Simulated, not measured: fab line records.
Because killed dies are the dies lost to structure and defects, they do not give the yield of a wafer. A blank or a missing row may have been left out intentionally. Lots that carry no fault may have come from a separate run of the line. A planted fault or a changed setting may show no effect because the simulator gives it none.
fab line records	flow nand_harc
record: lots: 24	wafers: 72	last_day: 33
route steps=1302 shown P_GATE@189 P_CONTACT@233
lots that met no fault: taken from a fault-free run of the same line
start_h: hours from the record's first day to the start of the lot's first wafer shown	wait_h: time in hours since the lot's previous step	" unchanged from the row above	L1.1+2: several wafers, shown together as one row	- no value present, or no start provided	* or withheld: withheld	< > ~ a bound
route shown NAME@n: NAME is a module with steps in the file, n the number in the route of the first one	usual: average and standard deviation across the fault-free wafers	same: alike in all rows	chamber/n: place in a boat	sites: readings site by site	_std_site: standard deviation of those values	_edge_site: mean of outer sites minus mean of inner sites	radius_mm: for every site, how far away it sits from the centre of the wafer	mask NAME#n: copy n	behind: tool/chamber where the wafer was last shaped	hold: why the lot was held/for how many hours/how that ended	device: names the non-switching transistor (n, p or np)	end of line: tests run on the same wafers once the route is complete	a step with no rows: only its recipe	killed: at the first sort, the dies lost to defects and structure; wafer yield is something else	map: dies across one wafer; x = killed, . = not, _ = none there
set.NAME: the setting that was run; set.NAME@STEP: the one run at that earlier step	model.NAME: the simulator's own value behind a step, which no gauge read
one table for each step of the route and one row for each wafer, over a sample of lots
services: a tool's chamber out of use, with start hour (start_h, from the record's first day; less than 0 if before it), hours out, and reason
== steps ==
step: NHARC_P_GATE_STRIP_112
recipe: power_w: 1500	temp_c: 110	time_s: 200	chemistry: N2/H2
usual: drypump_motor_current_A: 5.9/0.37	heater_power_w: 83/3.1
lot.wafer	tool	chamber	start_h	wait_h	drypump_motor_current_A	heater_power_w	rf_hours_counter_h
L075.2	plasma_asher-01	1	92.48	0.2	6.1	85	26
L075.1	"	0	"	"	5.4	76	26
L075.3	"	0	"	"	5.4	76	-
L074.3	plasma_asher-01	1	93.31	0.2	6.1	87	-
L074.4	"	0	"	"	5.4	80	-
L074.5	"	0	"	"	5.4	79	-
L076.1	plasma_asher-01	1	109.24	0.2	6.1	83	29
L076.3	"	1	"	"	6.1	85	-
L076.5	"	1	"	"	6.1	81	-
L077.3	plasma_asher-02	1	111.44	0.3	6.2	86	-
L077.6	"	0	"	"	6.3	81	-
L077.5	"	1	"	"	6.2	85	-
L078.2	plasma_asher-01	1	124.80	0.2	6.1	85	31
L078.1	"	0	"	"	5.4	77	31
L078.5	"	0	"	"	5.4	76	-
L079.1	plasma_asher-02	1	144.47	0.4	6.2	84	16
L079.3	"	0	"	"	6.3	82	-
L079.6	"	1	"	"	6.2	86	-
L080.3	plasma_asher-02	0	147.37	0.2	6.3	84	-
L080.6	"	0	"	"	6.2	82	-
L080.5	"	1	"	"	6.2	86	-
L082.2	plasma_asher-01	0	164.37	0.2	5.4	80	2
L082.3	"	1	"	"	6.1	87	-
L082.4	"	0	"	"	5.4	80	-
L081.1	plasma_asher-02	0	164.50	0.2	6.3	82	22
L081.4	"	0	"	"	6.2	84	-
L081.6	"	0	"	"	6.2	82	-
L084.2	plasma_asher-01	1	181.97	0.2	6.1	88	6
L084.1	"	0	"	"	5.4	81	6
L084.4	"	1	"	"	6.1	90	-
L083.2	plasma_asher-02	1	182.52	0.2	6.2	87	26
L083.1	"	0	"	"	6.3	84	26
L083.6	"	1	"	"	6.2	85	-
L085.2	plasma_asher-01	1	198.13	0.2	6.1	85	10
L085.4	"	1	"	"	6.1	87	-
L085.6	"	0	"	"	5.4	81	-
L086.2	plasma_asher-01	0	202.97	0.2	5.4	79	11
L086.1	"	1	"	"	6.1	86	11
L086.6	"	0	"	"	5.4	83	-
L087.2	plasma_asher-01	1	214.69	0.2	6.1	85	12
L087.1	"	0	"	"	5.3	81	12
L087.5	"	0	"	"	5.4	82	-
L088.3	plasma_asher-01	1	233.04	0.3	6.1	88	-
L088.4	"	0	"	"	5.4	81	-
L088.5	"	0	"	"	5.4	80	-
L089.1	plasma_asher-02	0	235.04	0.2	6.3	81	0
L089.4	"	0	"	"	6.2	81	-
L089.5	"	1	"	"	6.3	84	-
L090.2	plasma_asher-02	1	246.75	0.2	6.2	84	3
L090.1	"	0	"	"	6.3	81	3
L090.5	"	0	"	"	6.3	82	-
L091.1	plasma_asher-01	0	259.19	0.2	5.4	80	23
L091.5	"	0	"	"	5.4	82	-
L091.6	"	1	"	"	6.1	87	-
L092.2	plasma_asher-01	0	270.87	0.2	5.4	80	26
L092.1	"	1	"	"	6.1	87	26
L092.5	"	1	"	"	6.1	86	-
L093.2	plasma_asher-01	1	276.02	0.2	6.1	86	28
L093.5	"	0	"	"	5.4	82	-
L093.6	"	1	"	"	6.1	85	-
L094.1	plasma_asher-02	1	290.59	0.2	6.2	85	12
L094.2	"	0	"	"	6.2	82	12
L094.6	"	1	"	"	6.2	82	-
L095.2	plasma_asher-01	0	294.76	0.2	5.4	80	32
L095.3	"	1	"	"	6.1	87	-
L095.6	"	0	"	"	5.4	81	-
L096.1	plasma_asher-01	0	307.00	0.2	5.4	82	34
L096.4	"	1	"	"	6.1	86	-
L096.3	"	0	"	"	5.4	82	-
L097.1	plasma_asher-01	0	313.40	0.2	5.4	80	35
L097.3	"	0	"	"	5.4	80	-
L097.6	"	1	"	"	6.1	84	-
step: NHARC_P_GATE_STRIP_76
recipe: power_w: 1500	temp_c: 250	chemistry: O2
usual: drypump_motor_current_A: 5.9/0.38	heater_power_w: 311/12
lot.wafer	tool	chamber	start_h	wait_h	drypump_motor_current_A	heater_power_w	rf_hours_counter_h
L075.2	plasma_asher-01	1	92.74	0.2	6.1	318	26
L075.1	"	0	"	"	5.4	288	26
L075.3	"	0	"	"	5.4	285	-
L074.3	plasma_asher-01	1	93.51	0.2	6.1	309	-
L074.4	"	0	"	"	5.4	294	-
L074.5	"	0	"	"	5.4	287	-
L076.1	plasma_asher-01	1	109.47	0.2	6.1	320	29
L076.3	"	1	"	"	6.1	315	-
L076.5	"	1	"	"	6.1	316	-
L077.3	plasma_asher-02	1	111.61	0.1	6.2	324	-
L077.6	"	0	"	"	6.2	295	-
L077.5	"	1	"	"	6.2	329	-
L078.2	plasma_asher-01	1	125.06	0.2	6.1	322	31
L078.1	"	0	"	"	5.4	284	31
L078.5	"	0	"	"	5.4	279	-
L079.1	plasma_asher-02	1	144.70	0.2	6.2	320	16
L079.3	"	0	"	"	6.3	309	-
L079.6	"	1	"	"	6.2	312	-
L080.3	plasma_asher-02	0	147.57	0.2	6.3	302	-
L080.6	"	0	"	"	6.3	306	-
L080.5	"	1	"	"	6.2	317	-
L082.2	plasma_asher-01	0	164.60	0.2	5.4	299	3
L082.3	"	1	"	"	6.1	324	-
L082.4	"	0	"	"	5.4	297	-
L081.1	plasma_asher-02	0	164.75	0.2	6.2	304	22
L081.4	"	0	"	"	6.3	299	-
L081.6	"	0	"	"	6.3	310	-
L084.2	plasma_asher-01	1	182.23	0.2	6.1	319	7
L084.1	"	0	"	"	5.4	308	7
L084.4	"	1	"	"	6.1	321	-
L083.2	plasma_asher-02	1	182.78	0.2	6.2	321	26
L083.1	"	0	"	"	6.3	309	26
L083.6	"	1	"	"	6.2	309	-
L085.2	plasma_asher-01	1	198.36	0.2	6.1	328	10
L085.4	"	1	"	"	6.1	322	-
L085.6	"	0	"	"	5.4	298	-
L086.2	plasma_asher-01	0	203.23	0.2	5.4	291	11
L086.1	"	1	"	"	6.1	322	11
L086.6	"	0	"	"	5.4	298	-
L087.2	plasma_asher-01	1	214.95	0.2	6.1	321	13
L087.1	"	0	"	"	5.4	303	13
L087.5	"	0	"	"	5.4	302	-
L088.3	plasma_asher-01	1	233.24	0.2	6.1	326	-
L088.4	"	0	"	"	5.4	308	-
L088.5	"	0	"	"	5.4	295	-
L089.1	plasma_asher-02	0	235.31	0.2	6.3	315	0
L089.4	"	0	"	"	6.3	316	-
L089.5	"	1	"	"	6.2	317	-
L090.2	plasma_asher-02	1	247.01	0.2	6.2	308	3
L090.1	"	0	"	"	6.3	318	3
L090.5	"	0	"	"	6.3	308	-
L091.1	plasma_asher-01	0	259.45	0.2	5.4	305	23
L091.5	"	0	"	"	5.4	304	-
L091.6	"	1	"	"	6.1	315	-
L092.2	plasma_asher-01	0	271.14	0.2	5.4	301	26
L092.1	"	1	"	"	6.1	319	26
L092.5	"	1	"	"	6.1	326	-
L093.2	plasma_asher-01	1	276.25	0.2	6.1	323	28
L093.5	"	0	"	"	5.4	305	-
L093.6	"	1	"	"	6.1	327	-
L094.1	plasma_asher-02	1	290.85	0.2	6.2	314	12
L094.2	"	0	"	"	6.2	315	12
L094.6	"	1	"	"	6.2	311	-
L095.2	plasma_asher-01	0	294.99	0.2	5.4	309	32
L095.3	"	1	"	"	6.1	326	-
L095.6	"	0	"	"	5.4	309	-
L096.1	plasma_asher-01	0	307.23	0.2	5.4	307	34
L096.4	"	1	"	"	6.1	334	-
L096.3	"	0	"	"	5.4	300	-
L097.1	plasma_asher-01	0	313.63	0.2	5.4	300	36
L097.3	"	0	"	"	5.4	303	-
L097.6	"	1	"	"	6.1	318	-
step: NHARC_P_CONTACT_OVL_MEAS_13
usual: overlay_x_nm: 0.0/0.89	overlay_y_nm: 0.0/0.89
lot.wafer	tool	chamber	start_h	wait_h	overlay_x_nm	overlay_y_nm
L075.1	overlay-02	-	98.47	-	0.3	0.5
L075.2	"	-	"	"	0.6	0.6
L075.3	"	-	"	"	-0.6	-0.3
L074.3	overlay-02	-	99.45	-	-0.1	-0.6
L074.4	"	-	"	"	0.1	-0.7
L074.5	"	-	"	"	-0.6	-1.2
L076.1	overlay-01	-	115.51	-	-0.8	1.0
L076.3	"	-	"	"	-0.9	1.3
L076.5	"	-	"	"	-0.9	0.6
L077.3	overlay-01	-	117.15	-	0.0	2.2
L077.5	"	-	"	"	0.1	1.8
L077.6	"	-	"	"	-0.4	1.5
L078.1	overlay-01	-	130.72	-	-1.1	-0.8
L078.2	"	-	"	"	-1.4	0.2
L078.5	"	-	"	"	-1.4	-1.0
L079.1	overlay-02	-	150.12	-	2.1	-0.8
L079.3	"	-	"	"	1.3	-0.3
L079.6	"	-	"	"	1.9	-0.5
L080.3	overlay-01	-	153.27	-	-0.1	-0.3
L080.5	"	-	"	"	-0.3	-0.8
L080.6	"	-	"	"	0.2	-0.1
L082.2	overlay-01	-	170.21	-	1.3	1.9
L082.3	"	-	"	"	1.0	1.3
L082.4	"	-	"	"	1.0	1.7
L081.1	overlay-01	-	170.51	-	-0.7	0.6
L081.4	"	-	"	"	-0.4	0.4
L081.6	"	-	"	"	0.3	0.8
L084.1	overlay-01	-	188.04	-	-0.7	-1.5
L084.2	"	-	"	"	-0.6	-2.0
L084.4	"	-	"	"	-0.4	-1.4
L083.1	overlay-01	-	188.47	-	1.6	-1.8
L083.2	"	-	"	"	2.2	-1.6
L083.6	"	-	"	"	1.7	-1.8
L085.2	overlay-01	-	204.45	-	0.0	0.3
L085.4	"	-	"	"	-0.8	0.1
L085.6	"	-	"	"	-1.0	0.2
L086.1	overlay-01	-	208.92	-	-1.4	-0.2
L086.2	"	-	"	"	-1.0	-0.1
L086.6	"	-	"	"	-1.7	-0.3
L087.1	overlay-02	-	220.53	-	-1.4	1.0
L087.2	"	-	"	"	-1.1	1.5
L087.5	"	-	"	"	-1.2	1.2
L088.3	overlay-02	-	238.79	-	0.1	0.5
L088.4	"	-	"	"	-0.5	-0.6
L088.5	"	-	"	"	0.4	0.5
L089.1	overlay-01	-	240.87	-	-0.3	0.1
L089.4	"	-	"	"	-0.1	0.4
L089.5	"	-	"	"	0.3	0.6
L090.1	overlay-01	-	252.62	-	1.1	-0.1
L090.2	"	-	"	"	0.8	-0.5
L090.5	"	-	"	"	1.4	-0.2
L091.1	overlay-02	-	265.07	-	-0.7	0.2
L091.5	"	-	"	"	-0.8	-0.4
L091.6	"	-	"	"	-0.8	-0.4
L092.1	overlay-02	-	276.75	-	-0.2	0.1
L092.2	"	-	"	"	-0.3	0.5
L092.5	"	-	"	"	0.0	0.5
L093.2	overlay-02	-	281.74	-	-0.4	0.1
L093.5	"	-	"	"	-0.2	0.4
L093.6	"	-	"	"	-0.4	0.0
L094.1	overlay-01	-	296.61	-	0.4	0.2
L094.2	"	-	"	"	0.2	-0.1
L094.6	"	-	"	"	0.0	0.0
L095.2	overlay-01	-	300.66	-	0.6	-0.1
L095.3	"	-	"	"	0.5	-0.4
L095.6	"	-	"	"	0.7	0.7
L096.1	overlay-02	-	312.88	-	0.5	0.4
L096.3	"	-	"	"	0.7	1.2
L096.4	"	-	"	"	0.5	0.7
L097.1	overlay-01	-	319.30	-	0.1	-0.4
L097.3	"	-	"	"	-1.3	-0.7
L097.6	"	-	"	"	0.1	-0.6
step: NHARC_P_CONTACT_DESCUM_17
recipe: time_s: 3	o2_flow_sccm: 200	ar_flow_sccm: 0	bias_power_w: 0	chemistry: O2
usual: drypump_motor_current_A: 5.8/0.43	oes_product_au: 1.004/0.0086	rf_vpp_V: 57.8/0.85	showerhead_plenum_p_Torr: 1.93/0.068	throttle_valve_pct: 11.310/0.0089
same: bias_power_w: 0
lot.wafer	tool	chamber	start_h	wait_h	drypump_motor_current_A	oes_product_au	rf_hours_counter_h	rf_vpp_V	showerhead_plenum_p_Torr	throttle_valve_pct
L075.3	rie_diel-11	2	98.57	0.1	5.8	1.003	1.7	55.8	1.97	11.307
L075.2	"	3	"	"	5.3	1.000	1.8	58.0	2.06	11.316
L075.1	"	1	"	"	6.0	1.003	1.3	57.9	1.91	11.305
L074.3	rie_diel-02	0	99.56	0.1	6.8	1.012	2.2	57.3	1.90	11.303
L074.4	"	0	"	"	6.8	1.013	-	57.2	1.90	11.304
L074.5	"	2	"	"	5.4	1.020	-	58.0	1.82	11.319
L076.3	rie_diel-01	2	115.61	0.1	5.6	1.011	2.9	59.3	1.92	11.302
L076.1	"	3	"	"	5.6	1.006	2.7	57.5	1.84	11.317
L076.5	"	2	"	"	5.6	1.002	-	58.4	1.92	11.319
L077.3	rie_diel-01	1	117.26	0.1	5.1	0.993	3.6	57.0	1.83	11.304
L077.5	"	0	"	"	6.1	1.006	-	57.4	2.02	11.307
L077.6	"	1	"	"	5.1	0.991	-	59.1	1.83	11.305
L078.2	rie_diel-02	2	130.83	0.1	5.4	1.014	4.1	57.9	1.82	11.292
L078.1	"	3	"	"	6.2	1.012	4.3	57.3	1.94	11.297
L078.5	"	3	"	"	6.2	0.994	-	58.6	1.94	11.295
L079.1	rie_diel-02	3	150.24	0.1	6.2	1.013	5.0	57.1	1.94	11.308
L079.3	"	1	"	"	6.2	1.003	-	58.4	1.98	11.312
L079.6	"	1	"	"	6.2	1.001	-	58.3	1.98	11.305
L080.3	rie_diel-02	3	153.41	0.1	6.2	0.997	5.7	58.9	1.94	11.317
L080.6	"	1	"	"	6.2	0.993	-	58.8	1.98	11.301
L080.5	"	2	"	"	5.4	1.006	-	58.1	1.82	11.313
L082.2	rie_diel-01	3	170.32	0.1	5.6	1.004	4.0	58.1	1.84	11.312
L082.3	"	0	"	"	6.1	1.018	3.8	57.2	2.02	11.315
L082.4	"	1	"	"	5.1	0.980	4.7	58.0	1.83	11.315
L081.1	rie_diel-02	2	170.61	0.1	5.4	1.007	5.6	58.0	1.82	11.305
L081.6	"	2	"	"	5.4	1.008	-	57.4	1.82	11.325
L081.4	"	3	"	"	6.2	0.995	-	58.7	1.94	11.317
L084.4	rie_diel-11	3	188.14	0.1	5.3	1.001	6.3	57.7	2.06	11.311
L084.1	"	0	"	"	5.7	1.004	5.5	58.8	1.96	11.291
L084.2	"	2	"	"	5.8	1.008	6.3	58.6	1.96	11.310
L083.1	rie_diel-11	2	188.58	0.1	5.8	0.997	6.5	57.8	1.96	11.311
L083.2	"	3	"	"	5.3	0.997	6.6	57.0	2.06	11.295
L083.6	"	2	"	"	5.8	1.000	-	58.2	1.96	11.302
L085.2	rie_diel-01	3	204.57	0.1	5.6	0.989	0.1	56.8	1.84	11.305
L085.4	"	0	"	"	6.1	0.994	0.1	57.7	2.02	11.319
L085.6	"	1	"	"	5.1	0.984	-	57.6	1.83	11.307
L086.2	rie_diel-02	0	209.01	0.1	6.8	1.006	0.1	58.9	1.90	11.325
L086.1	"	1	"	"	6.2	1.005	0.1	57.9	1.98	11.311
L086.6	"	0	"	"	6.8	1.007	-	58.1	1.90	11.309
L087.2	rie_diel-11	3	220.63	0.1	5.3	1.010	8.0	57.7	2.05	11.306
L087.1	"	1	"	"	6.0	1.008	8.3	56.3	1.91	11.314
L087.5	"	3	"	"	5.3	1.010	-	59.8	2.05	11.320
L088.3	rie_diel-02	2	238.88	0.1	5.4	0.997	1.3	56.9	1.82	11.320
L088.4	"	3	"	"	6.2	1.014	1.2	57.5	1.94	11.300
L088.5	"	3	"	"	6.2	1.010	-	59.1	1.94	11.308
L089.1	rie_diel-11	3	240.99	0.1	5.3	1.002	0	58.1	2.05	11.303
L089.4	"	0	"	"	5.8	1.006	0	56.8	1.96	11.315
L089.5	"	1	"	"	6.0	1.010	-	57.8	1.91	11.318
L090.1	rie_diel-02	1	252.72	0.1	6.2	0.994	1.7	58.7	1.98	11.297
L090.2	"	2	"	"	5.4	0.993	1.7	57.9	1.82	11.306
L090.5	"	2	"	"	5.4	0.985	-	56.2	1.82	11.319
L091.1	rie_diel-11	1	265.18	0.1	6.0	1.008	1.3	58.0	1.91	11.304
L091.6	"	3	"	"	5.3	1.000	-	58.1	2.05	11.332
L091.5	"	0	"	"	5.7	1.014	-	56.5	1.96	11.315
L092.1	rie_diel-11	2	276.85	0.1	5.8	1.010	1.9	59.0	1.96	11.302
L092.2	"	1	"	"	6.0	1.003	1.8	58.1	1.91	11.317
L092.5	"	2	"	"	5.8	1.002	-	57.6	1.96	11.304
L093.2	rie_diel-11	1	281.85	0.1	6.0	0.994	2.2	57.6	1.91	11.301
L093.6	"	0	"	"	5.7	1.005	-	57.5	1.96	11.306
L093.5	"	1	"	"	6.0	1.006	-	58.2	1.91	11.300
L094.1	rie_diel-02	0	296.71	0.1	6.8	1.002	2.9	58.1	1.90	11.312
L094.2	"	1	"	"	6.2	1.007	2.9	58.4	1.98	11.309
L094.6	"	0	"	"	6.8	1.004	-	57.4	1.90	11.312
L095.3	rie_diel-02	2	300.76	0.1	5.4	1.006	3.1	59.7	1.82	11.294
L095.2	"	1	"	"	6.2	1.012	3.3	57.8	1.98	11.315
L095.6	"	3	"	"	6.2	1.021	-	59.0	1.94	11.315
L096.3	rie_diel-11	3	312.98	0.1	5.3	0.998	3.4	57.8	2.05	11.327
L096.4	"	0	"	"	5.7	0.994	3.6	57.8	1.96	11.314
L096.1	"	2	"	"	5.8	0.999	3.5	57.7	1.96	11.317
L097.3	rie_diel-11	1	319.40	0.1	6.0	1.014	4.4	58.8	1.91	11.309
L097.1	"	2	"	"	5.8	1.005	4.1	57.4	1.96	11.314
L097.6	"	0	"	"	5.7	1.013	-	57.2	1.96	11.298
step: NHARC_P_CONTACT_CMP_24
recipe: t_overpolish_s: 30	target_thk_nm: 200
usual: motor_current_A: 12.3/1.1	overpolish_run_s: 30.000/0.0089	time_to_endpoint_s: 40.3/2.9
lot.wafer	tool	chamber	start_h	wait_h	motor_current_A	overpolish_run_s	time_to_endpoint_s
L075.1	cmp-03	2	101.40	0.5	14.1	29.995	40.0
L075.2	"	3	"	"	11.5	30.020	42.7
L075.3	"	0	"	"	11.9	29.985	43.1
L074.4	cmp-01	1	102.43	0.4	11.1	29.989	39.4
L074.3	"	2	"	"	12.3	30.006	40.7
L074.5	"	2	"	"	12.8	30.005	40.5
L076.1	cmp-02	2	118.56	0.6	11.8	30.013	43.2
L076.3	"	0	"	"	11.5	30.011	45.5
L076.5	"	1	"	"	9.4	30.012	43.7
L077.3	cmp-01	1	120.15	0.4	11.1	30.003	40.9
L077.6	"	3	"	"	12.6	30.015	40.1
L077.5	"	0	"	"	15.1	30.001	40.3
L078.1	cmp-03	2	133.64	0.6	13.3	29.991	36.5
L078.2	"	0	"	"	12.0	30.009	39.9
L078.5	"	3	"	"	11.8	29.997	38.1
L079.1	cmp-03	2	153.36	0.6	13.5	29.993	38.4
L079.3	"	3	"	"	12.1	29.999	41.3
L079.6	"	2	"	"	13.6	30.009	39.2
L080.3	cmp-03	1	156.25	0.3	12.8	29.992	38.8
L080.5	"	0	"	"	12.1	29.996	43.5
L080.6	"	1	"	"	12.3	29.989	40.5
L082.2	cmp-01	3	172.99	0.5	13.3	29.984	42.4
L082.3	"	0	"	"	14.0	29.996	41.5
L082.4	"	2	"	"	13.3	29.988	39.6
L081.4	cmp-02	2	173.89	0.3	12.0	29.976	38.2
L081.1	"	0	"	"	11.4	30.009	39.7
L081.6	"	2	"	"	12.1	30.005	36.1
L084.1	cmp-03	3	190.98	0.6	11.1	30.004	43.9
L084.2	"	1	"	"	12.1	29.995	37.7
L084.4	"	2	"	"	13.2	30.009	42.2
L083.1	cmp-01	3	191.37	0.5	12.9	29.998	38.4
L083.2	"	1	"	"	11.2	29.985	40.8
L083.6	"	3	"	"	13.2	30.002	42.7
L085.2	cmp-01	2	207.78	0.8	13.1	30.002	38.0
L085.4	"	1	"	"	11.4	30.013	38.2
L085.6	"	2	"	"	12.5	30.009	42.8
L086.1	cmp-03	1	211.87	0.5	12.3	29.999	36.2
L086.2	"	3	"	"	11.8	30.010	40.5
L086.6	"	2	"	"	13.1	29.988	38.2
L087.1	cmp-01	1	223.35	0.6	11.6	29.974	42.5
L087.2	"	2	"	"	12.6	30.000	42.7
L087.5	"	0	"	"	14.3	29.997	42.5
L088.3	cmp-03	0	241.58	0.4	12.5	30.007	46.0
L088.4	"	2	"	"	13.6	29.991	43.6
L088.5	"	3	"	"	11.7	29.997	44.3
L089.4	cmp-02	2	243.66	0.4	12.2	29.985	39.7
L089.1	"	3	"	"	11.3	29.994	43.3
L089.5	"	2	"	"	12.0	30.003	42.4
L090.2	cmp-01	3	255.39	0.6	13.1	30.001	42.6
L090.1	"	1	"	"	11.1	30.005	41.7
L090.5	"	0	"	"	14.1	30.000	40.9
L091.1	cmp-03	1	267.94	0.5	12.1	30.007	36.9
L091.5	"	3	"	"	11.1	29.996	40.2
L091.6	"	0	"	"	11.8	30.011	44.3
L092.2	cmp-02	3	279.58	0.6	11.4	30.009	41.2
L092.1	"	2	"	"	12.2	29.996	40.5
L092.5	"	0	"	"	11.1	30.000	43.0
L093.2	cmp-02	1	284.54	0.6	9.4	30.004	41.7
L093.5	"	0	"	"	11.1	30.002	41.2
L093.6	"	1	"	"	9.7	29.992	40.6
L094.1	cmp-03	3	299.41	0.5	12.3	30.005	36.9
L094.2	"	0	"	"	11.5	29.999	38.3
L094.6	"	3	"	"	11.2	29.996	36.8
L095.3	cmp-01	2	303.44	0.3	12.8	29.992	37.4
L095.2	"	1	"	"	11.2	29.997	39.8
L095.6	"	2	"	"	12.6	29.994	39.3
L096.3	cmp-01	0	316.07	0.3	13.9	29.996	39.0
L096.1	"	1	"	"	11.8	29.984	38.9
L096.4	"	3	"	"	12.6	29.996	39.7
L097.1	cmp-03	3	322.11	0.5	11.1	30.013	38.2
L097.3	"	0	"	"	12.2	30.006	41.9
L097.6	"	1	"	"	12.4	29.996	33.3
step: NHARC_P_CONTACT_INSPECT_27
usual: raw_defect_count: 290/110
lot.wafer	tool	chamber	start_h	wait_h	raw_defect_count
L075.1	defect_inspect-02	-	101.80	0.1	267
L075.2	"	-	"	"	337
L075.3	"	-	"	"	777
L074.3	defect_inspect-01	-	102.83	0.1	301
L074.4	"	-	"	"	258
L074.5	"	-	"	"	321
L076.1	defect_inspect-01	-	118.94	0.1	331
L076.3	"	-	"	"	257
L076.5	"	-	"	"	313
L077.3	defect_inspect-02	-	120.51	0.1	166
L077.5	"	-	"	"	286
L077.6	"	-	"	"	209
L078.1	defect_inspect-02	-	134.04	0.1	204
L078.2	"	-	"	"	168
L078.5	"	-	"	"	401
L079.1	defect_inspect-01	-	153.74	0.1	331
L079.3	"	-	"	"	207
L079.6	"	-	"	"	371
L080.3	defect_inspect-02	-	156.64	0.1	207
L080.5	"	-	"	"	130
L080.6	"	-	"	"	161
L082.2	defect_inspect-02	-	173.39	0.1	459
L082.3	"	-	"	"	326
L082.4	"	-	"	"	368
L081.1	defect_inspect-02	-	174.27	0.1	176
L081.4	"	-	"	"	198
L081.6	"	-	"	"	554
L084.1	defect_inspect-01	-	191.38	0.1	224
L084.2	"	-	"	"	236
L084.4	"	-	"	"	223
L083.1	defect_inspect-01	-	191.74	0.1	420
L083.2	"	-	"	"	394
L083.6	"	-	"	"	332
L085.2	defect_inspect-02	-	208.18	0.1	223
L085.4	"	-	"	"	227
L085.6	"	-	"	"	308
L086.1	defect_inspect-01	-	212.27	0.1	366
L086.2	"	-	"	"	244
L086.6	"	-	"	"	251
L087.1	defect_inspect-01	-	223.71	0.1	240
L087.2	"	-	"	"	727
L087.5	"	-	"	"	337
L088.3	defect_inspect-02	-	241.95	0.1	267
L088.4	"	-	"	"	271
L088.5	"	-	"	"	305
L089.1	defect_inspect-01	-	244.04	0.1	275
L089.4	"	-	"	"	370
L089.5	"	-	"	"	219
L090.1	defect_inspect-02	-	255.79	0.1	261
L090.2	"	-	"	"	227
L090.5	"	-	"	"	192
L091.1	defect_inspect-01	-	268.31	0.1	169
L091.5	"	-	"	"	110
L091.6	"	-	"	"	173
L092.1	defect_inspect-01	-	280.00	0.1	279
L092.2	"	-	"	"	389
L092.5	"	-	"	"	285
L093.2	defect_inspect-01	-	284.92	0.1	283
L093.5	"	-	"	"	203
L093.6	"	-	"	"	395
L094.1	defect_inspect-02	-	299.78	0.1	234
L094.2	"	-	"	"	261
L094.6	"	-	"	"	273
L095.2	defect_inspect-01	-	303.84	0.1	227
L095.3	"	-	"	"	394
L095.6	"	-	"	"	258
L096.1	defect_inspect-01	-	316.47	0.1	272
L096.3	"	-	"	"	151
L096.4	"	-	"	"	325
L097.1	defect_inspect-02	-	322.46	0.1	512
L097.3	"	-	"	"	384
L097.6	"	-	"	"	500
== services ==
tool	chamber	start_h	hours	kind
rie_diel-11	0	90.61	12.1	repair
plasma_asher-02	-	99.19	3.2	repair
rie_diel-02	1	99.46	27.8	repair
cmp-01	-	106.20	2.9	repair
rie_diel-02	0	114.07	85.2	repair
rie_diel-11	3	123.85	2.8	repair
rie_diel-02	1	131.75	1.6	repair
rie_diel-11	2	132.93	6.9	repair
cmp-01	-	134.06	29.9	repair
cmp-03	-	138.15	4.0	pm
plasma_asher-01	-	141.75	9.0	pm
rie_diel-02	2	146.87	5.5	repair
cmp-03	-	182.78	0.4	repair
rie_diel-02	3	187.03	14.6	repair
rie_diel-02	-	192.70	9.0	pm
plasma_asher-01	-	193.15	0.5	repair
plasma_asher-02	-	225.00	9.0	pm
rie_diel-11	-	231.50	9.0	pm
cmp-03	-	236.15	4.0	pm
cmp-01	-	250.66	1.9	repair
cmp-01	-	261.92	4.0	pm
cmp-03	-	287.66	0.3	repair
cmp-01	-	309.94	1.3	repair
plasma_asher-01	-	318.75	9.0	pm
== key ==
fault none
